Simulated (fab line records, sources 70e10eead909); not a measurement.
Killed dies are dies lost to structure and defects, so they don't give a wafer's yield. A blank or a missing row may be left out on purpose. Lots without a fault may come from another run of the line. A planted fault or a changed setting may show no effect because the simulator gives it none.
Which tool did it? | flow nand_harc | 24 lots, 72 wafers sampled, at 3 steps of a route of 1159

WHAT THE GAUGES READ, wafer by wafer
NHARC_A_CHANNEL_HOLE_D1_CD_MEAS_30. Usual: cd_nm 90.0 nm, standard deviation 0.9.
lot  | measured     | on        | cd_nm (nm)     | flag
L074 | day 8 10:08  | cd_sem-03 | 90.1 90.7 88.8 |
L076 | day 8 19:47  | cd_sem-03 | 91.3 89.1 90.8 |
L075 | day 8 21:22  | cd_sem-01 | 90.2 90.3 91.3 |
L078 | day 9 03:30  | cd_sem-02 | 90.3 91.2 89.2 |
L077 | day 9 04:16  | cd_sem-02 | 90.9 90.0 90.5 |
L080 | day 9 21:53  | cd_sem-01 | 89.2 89.5 89.4 |
L079 | day 9 22:34  | cd_sem-02 | 90.0 90.9 89.9 |
L082 | day 10 08:59 | cd_sem-01 | 89.8 89.7 89.2 |
L083 | day 10 10:36 | cd_sem-02 | 88.5 90.0 88.3 |
L081 | day 10 13:08 | cd_sem-01 | 88.5 88.6 89.2 |
L085 | day 11 04:20 | cd_sem-02 | 91.1 90.0 91.6 |
L084 | day 11 04:31 | cd_sem-01 | 90.9 89.7 90.5 |
L087 | day 11 18:10 | cd_sem-01 | 87.9 88.8 89.0 |
L086 | day 11 17:43 | cd_sem-01 | 90.4 88.2 89.5 |
L088 | day 12 09:01 | cd_sem-03 | 88.7 90.5 90.4 |
L089 | day 12 09:23 | cd_sem-03 | 90.9 91.0 89.6 |
L090 | day 12 13:10 | cd_sem-01 | 88.8 91.0 89.7 |
L092 | day 12 13:41 | cd_sem-03 | 90.1 90.2 90.8 |
L091 | day 12 17:19 | cd_sem-01 | 90.3 89.7 90.8 |
L093 | day 13 00:35 | cd_sem-03 | 90.4 89.6 90.3 |
L094 | day 13 10:05 | cd_sem-03 | 89.9 88.4 88.8 |
L095 | day 13 21:11 | cd_sem-01 | 90.9 89.5 90.3 |
L097 | day 13 21:16 | cd_sem-01 | 90.6 90.5 91.1 |
L096 | day 14 02:33 | cd_sem-01 | 90.0 91.3 91.1 |

WHICH TOOL RAN EACH LOT (tool, then ch and the chambers of the sampled wafers, then the start)
lot  | NHARC_A_CHANNEL_HOLE_D1_ETCH_23  | NHARC_A_CHANNEL_HOLE_D1_ETCH_24
L074 | har_etch-02 ch 0,1, day 8 06:11  | har_etch-02 ch 0,1, day 8 06:53
L076 | har_etch-01 ch 0,1, day 8 15:41  | har_etch-01 ch 0,1, day 8 16:23
L075 | har_etch-02 ch 0,1, day 8 17:24  | har_etch-02 ch 0,1, day 8 18:07
L078 | har_etch-01 ch 0,1, day 8 22:55  | har_etch-01 ch 0,1, day 8 23:37
L077 | har_etch-02 ch 0,1, day 9 00:23  | har_etch-02 ch 0,1, day 9 01:07
L080 | har_etch-01 ch 0,1, day 9 17:45  | har_etch-01 ch 0,1, day 9 18:26
L079 | har_etch-02 ch 0,1, day 9 18:08  | har_etch-02 ch 0,1, day 9 18:50
L082 | har_etch-02 ch 0,1, day 10 05:05 | har_etch-02 ch 0,1, day 10 05:47
L083 | har_etch-01 ch 0,1, day 10 06:42 | har_etch-01 ch 0,1, day 10 07:26
L081 | har_etch-02 ch 0,1, day 10 09:00 | har_etch-02 ch 0,1, day 10 09:42
L085 | har_etch-01 ch 0,1, day 10 23:48 | har_etch-01 ch 0,1, day 11 00:30
L084 | har_etch-02 ch 0,1, day 10 23:54 | har_etch-02 ch 0,1, day 11 00:36
L087 | har_etch-02 ch 0,1, day 11 13:34 | har_etch-02 ch 0,1, day 11 14:16
L086 | har_etch-01 ch 0,1, day 11 13:42 | har_etch-01 ch 0,1, day 11 14:24
L088 | har_etch-01 ch 0,1, day 12 05:02 | har_etch-01 ch 0,1, day 12 05:44
L089 | har_etch-02 ch 0,1, day 12 05:16 | har_etch-02 ch 0,1, day 12 05:58
L090 | har_etch-01 ch 0,1, day 12 09:05 | har_etch-01 ch 0,1, day 12 09:46
L092 | har_etch-02 ch 0,1, day 12 09:28 | har_etch-02 ch 0,1, day 12 10:10
L091 | har_etch-01 ch 0,1, day 12 13:13 | har_etch-01 ch 0,1, day 12 13:55
L093 | har_etch-01 ch 0,1, day 12 20:31 | har_etch-01 ch 0,1, day 12 21:12
L094 | har_etch-02 ch 0,1, day 13 06:07 | har_etch-02 ch 0,1, day 13 06:49
L095 | har_etch-02 ch 0,1, day 13 17:07 | har_etch-02 ch 0,1, day 13 17:49
L097 | har_etch-01 ch 0,1, day 13 17:13 | har_etch-01 ch 0,1, day 13 17:55
L096 | har_etch-02 ch 0,1, day 13 22:32 | har_etch-02 ch 0,1, day 13 23:14
- NHARC_A_CHANNEL_HOLE_D1_ETCH_23: etches the open film in C4F8/O2/Ar, time 819 s, target depth 1600 nm.
- NHARC_A_CHANNEL_HOLE_D1_ETCH_24: etches the open film in C4F8/O2/Ar, time 906.2 s, target depth 1500 nm.

WHAT THE TOOLS THEMSELVES READ (means of the sampled wafers that have a number; where no wafer has one, the mark that the record gives instead)
NHARC_A_CHANNEL_HOLE_D1_ETCH_23. Usual: drypump_motor_current_A 5.66 A, standard deviation 0.13; showerhead_plenum_p_Torr 3.73 Torr, standard deviation 0.095; throttle_valve_pct 32.155 %, standard deviation 0.0087.
lot  | tool        | drypump_motor_current_A (A) | showerhead_plenum_p_Torr (Torr) | throttle_valve_pct (%) | flag
L074 | har_etch-02 | 5.78                        | 3.79                            | 32.154                 |
L076 | har_etch-01 | 5.57                        | 3.76                            | 32.162                 |
L075 | har_etch-02 | 5.78                        | 3.79                            | 32.146                 |
L078 | har_etch-01 | 5.52                        | 3.72                            | 32.152                 |
L077 | har_etch-02 | 5.74                        | 3.71                            | 32.159                 |
L080 | har_etch-01 | 5.51                        | 3.72                            | 32.154                 |
L079 | har_etch-02 | 5.79                        | 3.78                            | 32.154                 |
L082 | har_etch-02 | 5.75                        | 3.70                            | 32.155                 |
L083 | har_etch-01 | 5.56                        | 3.75                            | 32.163                 |
L081 | har_etch-02 | 5.75                        | 3.70                            | 32.151                 |
L085 | har_etch-01 | 5.56                        | 3.75                            | 32.165                 |
L084 | har_etch-02 | 5.78                        | 3.77                            | 32.156                 |
L087 | har_etch-02 | 5.78                        | 3.77                            | 32.157                 |
L086 | har_etch-01 | 5.51                        | 3.71                            | 32.156                 |
L088 | har_etch-01 | 5.52                        | 3.71                            | 32.159                 |
L089 | har_etch-02 | 5.78                        | 3.77                            | 32.153                 |
L090 | har_etch-01 | 5.49                        | 3.70                            | 32.148                 |
L092 | har_etch-02 | 5.77                        | 3.69                            | 32.150                 |
L091 | har_etch-01 | 5.52                        | 3.70                            | 32.152                 |
L093 | har_etch-01 | 5.53                        | 3.70                            | 32.155                 |
L094 | har_etch-02 | 5.76                        | 3.68                            | 32.148                 |
L095 | har_etch-02 | 5.76                        | 3.68                            | 32.148                 |
L097 | har_etch-01 | 5.51                        | 3.70                            | 32.158                 |
L096 | har_etch-02 | 5.76                        | 3.68                            | 32.147                 |

NHARC_A_CHANNEL_HOLE_D1_ETCH_24. Usual: drypump_motor_current_A 5.67 A, standard deviation 0.13; showerhead_plenum_p_Torr 3.73 Torr, standard deviation 0.095; throttle_valve_pct 32.236 %, standard deviation 0.0088.
lot  | tool        | drypump_motor_current_A (A) | showerhead_plenum_p_Torr (Torr) | throttle_valve_pct (%) | flag
L074 | har_etch-02 | 5.79                        | 3.79                            | 32.239                 |
L076 | har_etch-01 | 5.56                        | 3.75                            | 32.240                 |
L075 | har_etch-02 | 5.77                        | 3.78                            | 32.236                 |
L078 | har_etch-01 | 5.51                        | 3.72                            | 32.241                 |
L077 | har_etch-02 | 5.74                        | 3.70                            | 32.246                 |
L080 | har_etch-01 | 5.50                        | 3.72                            | 32.240                 |
L079 | har_etch-02 | 5.78                        | 3.78                            | 32.234                 |
L082 | har_etch-02 | 5.76                        | 3.70                            | 32.228                 |
L083 | har_etch-01 | 5.57                        | 3.74                            | 32.233                 |
L081 | har_etch-02 | 5.76                        | 3.70                            | 32.232                 |
L085 | har_etch-01 | 5.57                        | 3.74                            | 32.241                 |
L084 | har_etch-02 | 5.79                        | 3.77                            | 32.243                 |
L087 | har_etch-02 | 5.80                        | 3.76                            | 32.242                 |
L086 | har_etch-01 | 5.50                        | 3.70                            | 32.240                 |
L088 | har_etch-01 | 5.51                        | 3.70                            | 32.237                 |
L089 | har_etch-02 | 5.78                        | 3.76                            | 32.241                 |
L090 | har_etch-01 | 5.53                        | 3.70                            | 32.231                 |
L092 | har_etch-02 | 5.75                        | 3.68                            | 32.239                 |
L091 | har_etch-01 | 5.52                        | 3.70                            | 32.232                 |
L093 | har_etch-01 | 5.51                        | 3.69                            | 32.237                 |
L094 | har_etch-02 | 5.74                        | 3.68                            | 32.237                 |
L095 | har_etch-02 | 5.74                        | 3.68                            | 32.234                 |
L097 | har_etch-01 | 5.52                        | 3.69                            | 32.235                 |
L096 | har_etch-02 | 5.75                        | 3.67                            | 32.235                 |

THE ANSWER, worked out from the rows above alone
Rule: a lot is off if the mean of its wafers that have a number lies more than 3 standard deviations from the usual mean. A lot without any number at a reading at which 4 lots or more have one is off too. The other lots that the step has rows for count as sound. The gauges are gone through in route order, then the tools' own readings, and for those a lot's mean is taken as printed above. The first step at which some lot is off is used, and at that step the reading that is off furthest; a lot without a number counts as furthest.
No lot is off at any reading shown: from this, nothing can be told.

WHAT THE SIMULATOR HAD PUT IN
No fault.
